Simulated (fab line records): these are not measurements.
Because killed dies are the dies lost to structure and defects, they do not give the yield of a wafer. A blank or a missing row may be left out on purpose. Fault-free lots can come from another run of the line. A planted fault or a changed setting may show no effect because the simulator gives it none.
A struck lot beside a sound one ; flow nand harc ; 39 steps out of a route of 1302
Sound: these wafers, L367.2, L367.3, L367.4. Wafers struck: L374.1, L374.2, L374.6. At the end, the cause is stated.
Order at every step that has rows: each side's tool, ch and its chambers, its first start. Under that, the readings that differ: sound wafers ; struck wafers ; difference of the means ; sigmas: that difference in standard deviations of wafers without a fault.
alike: same words and numbers on both sides, and readings whose means sit less than 2 such deviations apart. not compared: any withheld reading, any reading some wafer has no value for, any bound like >300 that may hide the same value, and any number with overlapping values for which the record gives no deviation.
The two part at a step that has a row with sigmas, a row that says differs or no value, or rows on one side only. When numbers do not overlap yet have no deviation, they are printed without sigmas and do not part them. A reading that every wafer of one side lacks parts them only if that side has two wafers or more.

first, 9 steps without rows for these wafers: NHARC_A_CHANNEL_HOLE_D1_DEP_00 (deposits aC, target thk 3100 nm); NHARC_A_CHANNEL_HOLE_D1_DEP_01 (deposits SiON, target thk 140 nm); NHARC_A_CHANNEL_HOLE_D1_DEHYDRATE_02 (time 120 s); NHARC_A_CHANNEL_HOLE_D1_HMDS_03 (time 30 s); NHARC_A_CHANNEL_HOLE_D1_COAT_36 (time 75 s); NHARC_A_CHANNEL_HOLE_D1_COAT_37 (time 65 s); NHARC_A_CHANNEL_HOLE_D1_COAT_04 (resist thk 90 nm); NHARC_A_CHANNEL_HOLE_D1_SOFTBAKE_05 (time 55 s); NHARC_A_CHANNEL_HOLE_D1_EBR_06.
NHARC_A_CHANNEL_HOLE_D1_EXPOSE_07: exposes mask HOLE D1, target cd 100 nm.
  sound on arfi scanner-02 ch 0, day 10 16:26; struck on arfi scanner-02 ch 0, day 13 16:03
reading;sound;struck;difference;sigmas
exposure dose mJ cm2;59.70 59.59 59.60;49.94 49.94 49.86;-9.72;-99 or more
  alike: mask, stage vel mm s
then, 2 steps without rows for these wafers: NHARC_A_CHANNEL_HOLE_D1_PEB_08 (peb time 65 s); NHARC_A_CHANNEL_HOLE_D1_DEVELOP_09 (develop time 35 s).
NHARC_A_CHANNEL_HOLE_D1_CD_MEAS_10: target cd 100 nm.
  sound on cd sem-03 ch 0, day 10 16:34; struck on cd sem-02 ch 0, day 13 16:11
reading;sound;struck;difference;sigmas
cd nm (nm);100.4 99.7 99.7;91.2 92.3 92.1;-8.1;-14
NHARC_A_CHANNEL_HOLE_D1_DESCUM_15: chemistry O2, time 3 s.
  sound on rie diel-09 ch 0,2,3, day 10 16:46; struck on rie diel-08 ch 2,3, day 13 16:22
reading;sound;struck;difference;sigmas
oes product au (a.u.);0.998 0.996 0.976;1.023 1.002 1.005;+0.020;+2
model.A_CHANNEL_HOLE_D1.cd nm (nm);99.91 100.2 99.99;92.09 91.54 92.53;-7.98;
  alike: drypump motor current A, mfc ar sccm, rf vpp V, showerhead plenum p Torr, throttle valve pct
  not compared: rf hours counter h
then, 4 steps without rows for these wafers: NHARC_A_CHANNEL_HOLE_D1_ETCH_38 (etches the open film in CF4, target depth 39 nm, time 65 s); NHARC_A_CHANNEL_HOLE_D1_ETCH_39 (etches the open film in N2/H2, target depth 260 nm, time 325 s); NHARC_A_CHANNEL_HOLE_D1_ETCH_34 (etches the open film in CF4/CHF3, target depth 154 nm, time 77 s); NHARC_A_CHANNEL_HOLE_D1_ETCH_16 (etches the open film in O2/COS, target depth 3100 nm, time 806 s).
NHARC_A_CHANNEL_HOLE_D1_CD_MEAS_18:
  sound: cd sem-03 at day 10 18:19; struck: cd sem-01 at day 13 17:29
reading;sound;struck;difference;sigmas
cd nm (nm);100.7 102.3 99.7;88.4 89.1 91.2;-11.3;-5
then, 12 steps without rows for these wafers: NHARC_A_CHANNEL_HOLE_D1_ETCH_19 (etches the open film in C4F8/O2/Ar, time 34.5 s); NHARC_A_CHANNEL_HOLE_D1_ETCH_20 (etches the open film in C4F8/O2/Ar, time 361.9 s, target depth 1600 nm); NHARC_A_CHANNEL_HOLE_D1_ETCH_21 (etches the open film in C4F8/O2/Ar, time 514.3 s, target depth 1600 nm); NHARC_A_CHANNEL_HOLE_D1_ETCH_22 (etches the open film in C4F8/O2/Ar, time 666.7 s, target depth 1600 nm); NHARC_A_CHANNEL_HOLE_D1_ETCH_23 (etches the open film in C4F8/O2/Ar, time 819 s, target depth 1600 nm); NHARC_A_CHANNEL_HOLE_D1_ETCH_24 (etches the open film in C4F8/O2/Ar, time 906.2 s, target depth 1500 nm); NHARC_A_CHANNEL_HOLE_D1_ETCH_25 (etches the open film in C4F8/O2/Ar, time 1040.2 s, target depth 1500 nm); NHARC_A_CHANNEL_HOLE_D1_ETCH_26 (etches the open film in C4F8/O2/Ar, time 224.1 s, target depth 300 nm); NHARC_A_CHANNEL_HOLE_D1_ETCH_33 (etches the open film in C4F8/O2/Ar, time 90 s, target depth 400 nm); NHARC_A_CHANNEL_HOLE_D1_STRIP_41 (strips in N2/H2); NHARC_A_CHANNEL_HOLE_D1_STRIP_42 (strips in CF4/CHF3); NHARC_A_CHANNEL_HOLE_D1_STRIP_43 (strips in O2/COS).
NHARC_A_CHANNEL_HOLE_D1_ETCH_44: etches the open film in CF4/O2, target depth 140 nm, overetch 14 nm, time 77 s.
  sound on rie diel-07 ch 0,1,3, day 11 00:31; struck on rie diel-09 ch 0,1, day 13 22:16
reading;sound;struck;difference;sigmas
model.A_CHANNEL_HOLE_D1.cd nm (nm);92.05 90.8 92.29;80.14 81.31 81.78;-10.64;
  alike: drypump motor current A, mfc ar sccm, oes product au, rf vpp V, showerhead plenum p Torr, throttle valve pct
  not compared: rf hours counter h
then, 3 steps without rows for these wafers: NHARC_A_CHANNEL_HOLE_D1_STRIP_27 (strips in O2); NHARC_A_CHANNEL_HOLE_D1_PRECLEAN_28 (cleans in SC1); NHARC_A_CHANNEL_HOLE_D1_SRD_29.
NHARC_A_CHANNEL_HOLE_D1_CD_MEAS_30:
  sound: cd sem-03 at day 11 01:18; struck: cd sem-01 at day 13 23:03
reading;sound;struck;difference;sigmas
cd nm (nm);92.5 91.1 93.0;80.2 81.5 81.7;-11.1;-9
NHARC_A_CHANNEL_HOLE_D1_XSEM_31:
  sound on xsem-01 ch 0, day 11 01:23; struck on xsem-02 ch 0, day 13 23:08
reading;sound;struck;difference;sigmas
bot cd nm (nm);76.2 76.2 77.2;65.0 65.5 66.1;-11.0;-8
  alike: bow nm, tilt deg
-- jump in the record: it breaks off in module A_CHANNEL_HOLE_D1 and resumes in module END (first step shown: number 1301 of the route), and 16 days separate the struck wafers' starts before and after --
NHARC_END_WLT_00:
  sound: prober-02 at day 26 02:28; struck: prober-02 at day 29 12:32
reading;sound;struck;difference;sigmas
VT_DECK1_BOTTOM;0.875 0.870 0.873;0.848 0.846 0.843;-0.027;-5
VT_DECK1_BOTTOM_INNER;0.878 0.870 0.875;0.831 0.842 0.837;-0.038;-6
VT_DECK1_MEDIAN_NEAR_BOTTOM;0.882 0.872 0.870;0.838 0.848 0.849;-0.030;-4
VT_DECK1_MEDIAN_NEAR_BOTTOM_INNER;0.879 0.881 0.879;0.847 0.846 0.841;-0.035;-5
VT_DECK1_MIDDLE;0.891 0.884 0.878;0.855 0.860 0.863;-0.025;-4
VT_DECK1_MIDDLE_INNER;0.890 0.885 0.885;0.853 0.861 0.867;-0.026;-4
VT_DECK1_TOP;0.895 0.892 0.894;0.872 0.875 0.879;-0.018;-3
  alike: VT_DECK1_TOP_INNER, VT_DECK2_BOTTOM, VT_DECK2_BOTTOM_INNER, VT_DECK2_MEDIAN_NEAR_BOTTOM, VT_DECK2_MEDIAN_NEAR_BOTTOM_INNER, VT_DECK2_MIDDLE, VT_DECK2_MIDDLE_INNER, VT_DECK2_TOP, VT_DECK2_TOP_INNER
NHARC_END_SORT_01:
  the record has rows for the struck wafers here (prober-02 ch 0, day 29 16:20) and none for the sound ones

## WHERE THEY PART
First at NHARC_A_CHANNEL_HOLE_D1_EXPOSE_07; last, within this record, at NHARC_END_SORT_01.

WHY: whatever the simulator had introduced
Process parameter drift: arfi scanner-02, from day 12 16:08 on, at NHARC_A_CHANNEL_HOLE_D1_EXPOSE_07. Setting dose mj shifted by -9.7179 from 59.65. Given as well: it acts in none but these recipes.
